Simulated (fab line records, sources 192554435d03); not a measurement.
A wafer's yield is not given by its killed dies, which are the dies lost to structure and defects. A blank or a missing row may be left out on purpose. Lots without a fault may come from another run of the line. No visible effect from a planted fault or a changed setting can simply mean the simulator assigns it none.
fab line records -- flow n5Finfet -- part 2 of 2: steps 5 to 6 of 6
record: lots: 24, wafers: 72, lastDay: 18
route steps=1938 shown BEOL_M12@1647 BEOL_M13@1672 BEOL_M14@1733 BEOL_M15@1773
lots with no fault: from the same line, run without faults
startH: the number of hours between the record's first day and the start of the first shown wafer of the lot -- waitH: time in hours since the lot's previous step -- " unchanged from the row above -- L1.1+2: several wafers, shown together as one row -- - value missing, or start not given -- * or withheld: withheld -- < > ~ a bound
route shown NAME@n: NAME is a module with steps in the file, n the number in the route of the first one -- usual: mean/standard deviation taken from wafers without a fault -- same: alike in all rows -- chamber/n: place in a boat -- sites: the reading at each site -- _std_site: standard deviation across them -- _edge_site: mean of outer sites minus mean of inner sites -- radiusMm: how far each site lies from the wafer's centre -- mask NAME#n: copy n -- behind: the most recent tool/chamber to have shaped the wafer -- hold: the reason the lot was held/the length of the hold in hours/how it ended -- device: which transistor (n, p or np) failed to switch -- end of line: tests of these same wafers at the route's end -- a step given without rows: its recipe and nothing more -- killed: dies lost to structure and defects at the first sort, not the wafer's yield -- map: a wafer's dies, marking killed ones x, the rest . and places with no die _
set.NAME: the run value of the setting; set.NAME@STEP: its run value at that earlier step -- model.NAME: the simulator's own value behind a step, which no gauge read
steps of the route over a sample of lots; a table a step, a row a wafer
services: the hour from which a tool's chamber was out of use, counted from the record's first day as startH (under 0 if before that day), plus the number of hours and why
== steps ==
step: N5_BEOL_M14_DEP_53
recipe: material: SiCN, targetThkA: 500, tempC: withheld, precursor: 3MS/NH3, pressureTorr: 3, rfW: 675, timeS: 17.8
usual: showerheadPlenumPTorr: 4.162/0.02, throttleValvePct: 18.1/0.66
lot.wafer,tool,chamber,startH,waitH,showerheadPlenumPTorr,throttleValvePct
L074.1,pecvd-04,1,248.98,0.0,4.146,18.6
L074.2,pecvd-04,2,248.98,0.0,4.176,17.2
L074.6,pecvd-04,2,248.98,0.0,4.176,17.2
L075.1,pecvd-02,2,252.82,0.0,4.169,17.2
L075.4,pecvd-02,2,252.82,0.0,4.170,17.0
L075.5,pecvd-02,0,252.82,0.0,4.161,18.4
L076.1,pecvd-02,1,254.01,0.0,4.134,17.5
L076.2,pecvd-02,2,254.01,0.0,4.168,17.4
L076.4,pecvd-02,0,254.01,0.0,4.167,18.1
L078.3,pecvd-02,2,259.25,0.0,4.169,17.3
L078.5,pecvd-02,0,259.25,0.0,4.168,18.6
L078.6,pecvd-02,1,259.25,0.0,4.140,17.3
L077.2,pecvd-04,0,263.28,0.0,4.172,19.0
L077.5,pecvd-04,2,263.28,0.0,4.170,17.3
L077.6,pecvd-04,1,263.28,0.0,4.144,18.9
L080.3,pecvd-02,2,289.17,0.0,4.164,17.2
L080.5,pecvd-02,1,289.17,0.0,4.148,17.5
L080.6,pecvd-02,2,289.17,0.0,4.162,17.2
L079.2,pecvd-03,0,290.52,0.0,4.159,18.4
L079.4,pecvd-03,1,290.52,0.0,4.205,18.0
L079.5,pecvd-03,2,290.52,0.0,4.131,18.1
L083.2,pecvd-04,1,301.83,0.0,4.137,18.6
L083.5,pecvd-04,1,301.83,0.0,4.137,18.6
L083.6,pecvd-04,2,301.83,0.0,4.176,17.4
L082.1,pecvd-03,0,307.60,0.0,4.168,18.7
L082.4,pecvd-03,0,307.60,0.0,4.162,18.6
L082.5,pecvd-03,1,307.60,0.0,4.188,18.0
L087.1,pecvd-04,1,308.26,0.0,4.131,18.7
L087.3,pecvd-04,0,308.26,0.0,4.174,18.9
L087.5,pecvd-04,2,308.26,0.0,4.185,17.4
L084.2,pecvd-03,1,309.09,0.0,4.197,18.2
L084.3,pecvd-03,0,309.09,0.0,4.162,18.5
L084.6,pecvd-03,2,309.09,0.0,4.141,18.4
L081.1,pecvd-02,0,309.44,0.0,4.167,18.7
L081.3,pecvd-02,1,309.44,0.0,4.136,17.1
L081.5,pecvd-02,1,309.44,0.0,4.142,17.4
L085.1,pecvd-03,2,309.95,0.0,4.132,18.0
L085.5,pecvd-03,2,309.95,0.0,4.133,18.3
L085.6,pecvd-03,1,309.95,0.0,4.201,18.4
L086.1,pecvd-03,0,316.44,0.0,4.159,18.4
L086.2,pecvd-03,1,316.44,0.0,4.211,18.2
L086.3,pecvd-03,2,316.44,0.0,4.127,18.0
L090.3,pecvd-02,1,338.73,0.0,4.145,17.4
L090.5,pecvd-02,1,338.73,0.0,4.150,17.3
L090.6,pecvd-02,2,338.73,0.0,4.170,17.0
L088.2,pecvd-04,0,341.80,0.0,4.170,18.8
L088.3,pecvd-04,1,341.80,0.0,4.141,18.9
L088.5,pecvd-04,2,341.80,0.0,4.178,17.4
L089.1,pecvd-04,2,346.12,0.0,4.181,17.3
L089.2,pecvd-04,0,346.12,0.0,4.174,18.9
L089.5,pecvd-04,2,346.12,0.0,4.165,17.4
L092.2,pecvd-02,1,354.06,0.0,4.124,17.5
L092.3,pecvd-02,2,354.06,0.0,4.167,17.3
L092.5,pecvd-02,1,354.06,0.0,4.138,17.2
L091.2,pecvd-04,2,360.21,0.0,4.189,17.4
L091.4,pecvd-04,0,360.21,0.0,4.175,19.0
L091.5,pecvd-04,2,360.21,0.0,4.181,17.3
L093.1,pecvd-04,1,363.19,0.0,4.133,18.4
L093.3,pecvd-04,2,363.19,0.0,4.184,17.3
L093.6,pecvd-04,0,363.19,0.0,4.182,19.1
L095.3,pecvd-04,1,371.35,0.0,4.140,18.6
L095.4,pecvd-04,2,371.35,0.0,4.180,17.1
L095.5,pecvd-04,0,371.35,0.0,4.171,18.7
L094.2,pecvd-03,1,373.74,0.0,4.208,17.9
L094.3,pecvd-03,2,373.74,0.0,4.125,18.5
L094.5,pecvd-03,1,373.74,0.0,4.198,17.9
L097.1,pecvd-04,2,383.47,0.0,4.191,17.5
L097.2,pecvd-04,1,383.47,0.0,4.146,18.5
L097.3,pecvd-04,0,383.47,0.0,4.176,19.0
L096.3,pecvd-02,0,400.73,0.0,4.165,18.7
L096.4,pecvd-02,2,400.73,0.0,4.162,17.5
L096.5,pecvd-02,2,400.73,0.0,4.163,17.3
step: N5_BEOL_M15_ILD_DEP_00
recipe: material: SiO2, targetThkA: 16293, tempC: 400, precursor: TEOS/O2, pressureTorr: 6.5, rfW: 900, teosFlowSccm: 161.4, gas: O2, flowSccm: 2650, timeS: 346.1
usual: heaterPowerW: 583/89, showerheadPlenumPTorr: 8.35/0.034, throttleValvePct: 19.1/0.87
lot.wafer,tool,chamber,startH,waitH,heaterPowerW,showerheadPlenumPTorr,throttleValvePct
L074.1,pecvd-01,0,249.11,0.0,589,8.34,20.6
L074.2,pecvd-01,1,249.11,0.0,408,8.30,19.7
L074.6,pecvd-01,1,249.11,0.0,506,8.34,19.6
L075.1,pecvd-04,0,252.95,0.0,732,8.37,19.2
L075.4,pecvd-04,2,252.95,0.0,538,8.36,17.7
L075.5,pecvd-04,0,252.95,0.0,567,8.34,19.7
L076.1,pecvd-03,1,254.14,0.0,556,8.40,18.6
L076.2,pecvd-03,0,254.14,0.0,695,8.38,19.0
L076.4,pecvd-03,2,254.14,0.0,681,8.30,18.7
L078.3,pecvd-01,2,259.38,0.0,500,8.34,17.9
L078.5,pecvd-01,0,259.38,0.0,677,8.36,20.5
L078.6,pecvd-01,2,259.38,0.0,581,8.37,18.0
L077.2,pecvd-03,1,263.41,0.0,563,8.43,18.6
L077.5,pecvd-03,1,263.41,0.0,629,8.40,18.6
L077.6,pecvd-03,2,263.41,0.0,685,8.31,18.5
L080.3,pecvd-04,2,289.30,0.0,641,8.35,17.8
L080.5,pecvd-04,2,289.30,0.0,532,8.37,17.8
L080.6,pecvd-04,1,289.30,0.0,535,8.31,19.5
L079.2,pecvd-04,0,290.65,0.0,676,8.37,19.9
L079.4,pecvd-04,1,290.65,0.0,556,8.32,19.1
L079.5,pecvd-04,0,290.65,0.0,744,8.35,19.5
L083.2,pecvd-04,1,301.96,0.0,508,8.30,19.1
L083.5,pecvd-04,2,301.96,0.0,548,8.38,17.4
L083.6,pecvd-04,0,301.96,0.0,582,8.36,19.5
L082.1,pecvd-03,0,307.73,0.0,677,8.32,19.1
L082.4,pecvd-03,0,307.73,0.0,558,8.32,19.0
L082.5,pecvd-03,2,307.73,0.0,521,8.30,18.7
L087.1,pecvd-04,0,308.39,0.0,738,8.34,19.8
L087.3,pecvd-04,2,308.39,0.0,689,8.40,17.7
L087.5,pecvd-04,2,308.39,0.0,545,8.35,17.7
L084.2,pecvd-03,1,309.22,0.0,560,8.37,18.7
L084.3,pecvd-03,0,309.22,0.0,682,8.36,18.9
L084.6,pecvd-03,2,309.22,0.0,524,8.30,18.6
L081.1,pecvd-04,2,309.57,0.0,696,8.38,17.8
L081.3,pecvd-04,1,309.57,0.0,430,8.33,19.3
L081.5,pecvd-04,1,309.57,0.0,521,8.29,19.5
L085.1,pecvd-01,0,310.08,0.0,618,8.35,21.1
L085.5,pecvd-01,0,310.08,0.0,685,8.31,20.8
L085.6,pecvd-01,2,310.08,0.0,457,8.36,18.3
L086.1,pecvd-04,0,316.57,0.0,721,8.36,19.5
L086.2,pecvd-04,1,316.57,0.0,557,8.30,19.3
L086.3,pecvd-04,2,316.57,0.0,661,8.39,17.9
L090.3,pecvd-03,0,338.86,0.0,669,8.34,18.8
L090.5,pecvd-03,0,338.86,0.0,567,8.35,19.2
L090.6,pecvd-03,2,338.86,0.0,663,8.30,18.9
L088.2,pecvd-04,1,341.93,0.0,493,8.31,19.1
L088.3,pecvd-04,2,341.93,0.0,656,8.37,17.7
L088.5,pecvd-04,1,341.93,0.0,565,8.33,19.3
L089.1,pecvd-03,1,346.25,0.0,577,8.42,18.5
L089.2,pecvd-03,0,346.25,0.0,596,8.35,18.8
L089.5,pecvd-03,2,346.25,0.0,687,8.29,18.7
L092.2,pecvd-01,1,354.19,0.0,557,8.33,19.9
L092.3,pecvd-01,2,354.19,0.0,557,8.36,18.4
L092.5,pecvd-01,2,354.19,0.0,456,8.34,18.1
L091.2,pecvd-01,2,360.34,0.0,574,8.37,18.5
L091.4,pecvd-01,0,360.34,0.0,519,8.32,21.0
L091.5,pecvd-01,1,360.34,0.0,549,8.32,19.5
L093.1,pecvd-03,2,363.32,0.0,682,8.32,18.7
L093.3,pecvd-03,0,363.32,0.0,654,8.36,19.1
L093.6,pecvd-03,1,363.32,0.0,479,8.41,18.4
L095.3,pecvd-03,1,371.48,0.0,636,8.40,18.8
L095.4,pecvd-03,2,371.48,0.0,675,8.32,18.8
L095.5,pecvd-03,0,371.48,0.0,723,8.34,19.0
L094.2,pecvd-01,1,373.87,0.0,520,8.32,19.7
L094.3,pecvd-01,2,373.87,0.0,602,8.36,18.5
L094.5,pecvd-01,0,373.87,0.0,660,8.33,21.2
L097.1,pecvd-01,0,383.60,0.0,636,8.33,21.2
L097.2,pecvd-01,1,383.60,0.0,520,8.33,19.2
L097.3,pecvd-01,2,383.60,0.0,503,8.35,18.4
L096.3,pecvd-04,2,400.86,0.0,574,8.38,18.0
L096.4,pecvd-04,0,400.86,0.0,709,8.34,19.7
L096.5,pecvd-04,2,400.86,0.0,688,8.35,17.9
== services ==
tool,chamber,startH,hours,kind
rieDiel-06,2,209.85,1.5,repair
rieDiel-02,-,243.77,0.4,repair
rieDiel-05,0,246.43,14.1,repair
rieDiel-04,1,246.44,6.6,repair
rieDiel-04,2,248.61,3.7,repair
rieDiel-06,1,249.84,9.5,repair
pecvd-03,-,255.30,4.5,repair
rieDiel-06,0,274.73,1.6,repair
rieDiel-06,0,276.83,7.2,repair
rieDiel-02,0,286.55,12.4,repair
rieDiel-02,-,320.74,3.6,repair
rieDiel-04,1,326.25,8.7,repair
rieDiel-02,2,328.81,3.2,repair
rieDiel-04,3,329.91,4.1,repair
rieDiel-04,2,347.19,1.6,repair
rieDiel-06,1,352.27,2.4,repair
pecvd-03,-,354.52,5.5,pm
rieDiel-02,1,362.03,1.3,repair
rieDiel-05,2,366.19,1.2,repair
rieDiel-06,2,368.01,12.3,repair
rieDiel-04,2,381.90,8.8,repair
rieDiel-02,3,386.31,2.8,repair
rieDiel-05,1,392.31,7.0,repair
rieDiel-05,1,399.46,6.0,repair
